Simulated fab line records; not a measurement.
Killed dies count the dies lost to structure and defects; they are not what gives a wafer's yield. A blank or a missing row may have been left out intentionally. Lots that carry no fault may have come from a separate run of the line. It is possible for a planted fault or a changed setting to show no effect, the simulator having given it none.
Lot-split experiment -- flow n5_finfet -- on a route of 1938 steps: 7 lots, 21 wafers read

THE SPLIT ITSELF
At N5_SDB_EXPOSE_08 (exposes mask SDB), the setting dose_mj was moved away from the recipe's 49.6 on 8 of the 21 wafers read, by -6.6% to +5.8%. For the rest of the wafers, this setting stayed at what the recipe calls for.

FROM THE SPLIT TO THE READING: what the file shows between them, 2 steps
- N5_SDB_PEB_09: peb time 60 s
- N5_SDB_DEVELOP_10: develop time 30 s

THE READING
Shown in nm: cd_nm at N5_SDB_CD_MEAS_11, with target cd 50 nm. On this fab line, fault-free wafers typically give 50.5 nm with a standard deviation of 1.1 nm.

wafer,"tool, chamber at the split",dose_mj as run,against the recipe,"cd_nm, nm",against lot-mates on the recipe
L074.1,"arfi_scanner-01, 0",49.6,recipe,49.3,-
L074.3,"arfi_scanner-01, 0",49.6,recipe,49.6,-
L074.5,"arfi_scanner-01, 0",49.6,recipe,50.5,-
L075.3,"arfi_scanner-02, 0",49.6,recipe,49.9,-
L075.4,"arfi_scanner-02, 0",49.6,recipe,51.0,-
L075.5,"arfi_scanner-02, 0",49.6,recipe,48.7,-
L079.2,"arfi_scanner-02, 0",47.55,-4.1%,45.0,no lot-mate on the recipe
L079.4,"arfi_scanner-02, 0",47.55,-4.1%,46.1,no lot-mate on the recipe
L079.6,"arfi_scanner-02, 0",47.55,-4.1%,47.6,no lot-mate on the recipe
L082.2,"arfi_scanner-01, 0",46.39,-6.5%,40.7,-9.2
L082.5,"arfi_scanner-01, 0",49.6,recipe,49.9,-
L082.6,"arfi_scanner-01, 0",49.6,recipe,49.9,-
L086.2,"arfi_scanner-01, 0",49.6,recipe,52.1,-
L086.4,"arfi_scanner-01, 0",49.6,recipe,50.9,-
L086.6,"arfi_scanner-01, 0",46.34,-6.6%,45.2,-6.3
L091.1,"arfi_scanner-02, 0",52.5,+5.8%,56.3,+6.1
L091.3,"arfi_scanner-02, 0",49.6,recipe,50.2,-
L091.4,"arfi_scanner-02, 0",52.5,+5.8%,56.7,+6.5
L092.2,"arfi_scanner-03, 0",49.6,recipe,50.5,-
L092.3,"arfi_scanner-03, 0",49.6,recipe,51.5,-
L092.6,"arfi_scanner-03, 0",48.08,-3.1%,46.8,-4.2

FIT RESULTS
A straight line over all 21 wafers: cd_nm changes by +1.07 nm for each +1% of dose_mj; r = +0.95; the points scatter about the line by 1.1 nm.
The same after taking each lot's own level away (the mean of its wafers on the recipe; 18 wafers): +1.15 nm for each +1%; r = +0.98; scatter 0.79 nm.
According to that fit, moving dose_mj by its largest amount changes the reading by 7.5 nm.
The lots' own levels span 49.80 to 51.50 nm, that is 1.5 times the standard deviation above.
The two slopes agree, so the slope changes little with the lot-to-lot level.
Check: for one of the wafers moved furthest among these (-6.6%), held out of the fit, the line's prediction against its lot-mates is -8.25 nm. Against them it came out at -6.3 nm.

THE OTHER SPLITS THESE WAFERS WENT THROUGH
Note: prior to the reading, these wafers also went through further splits. Each is held against what the fit with the lots' levels taken away leaves over:
other split on the same wafers,wafers away from the commonest value,r with cd_nm (lot level and that fit taken away)
N5_WELL_APT_COAT_19 spin_rpm,6,-0.03
N5_WELL_APT_PEB_23 peb_temp_c,8,+0.11
N5_FIN_SAQP_ETCH_65 time_s,10,+0.29
N5_FIN_CUT_CUT_ETCH_15 time_s,10,-0.33
N5_DUMMY_GATE_COAT_28 spin_rpm,5,-0.08
N5_DUMMY_GATE_DESCUM_20 time_s,6,-0.12
N5_SD_EPI_N_EPI_21 time_s,11,+0.00
N5_SD_EPI_P_COAT_34 spin_rpm,3,+0.49

FILE'S OWN FIT
cd_nm changes by +1.17 nm for each +1% of dose_mj, r = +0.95.
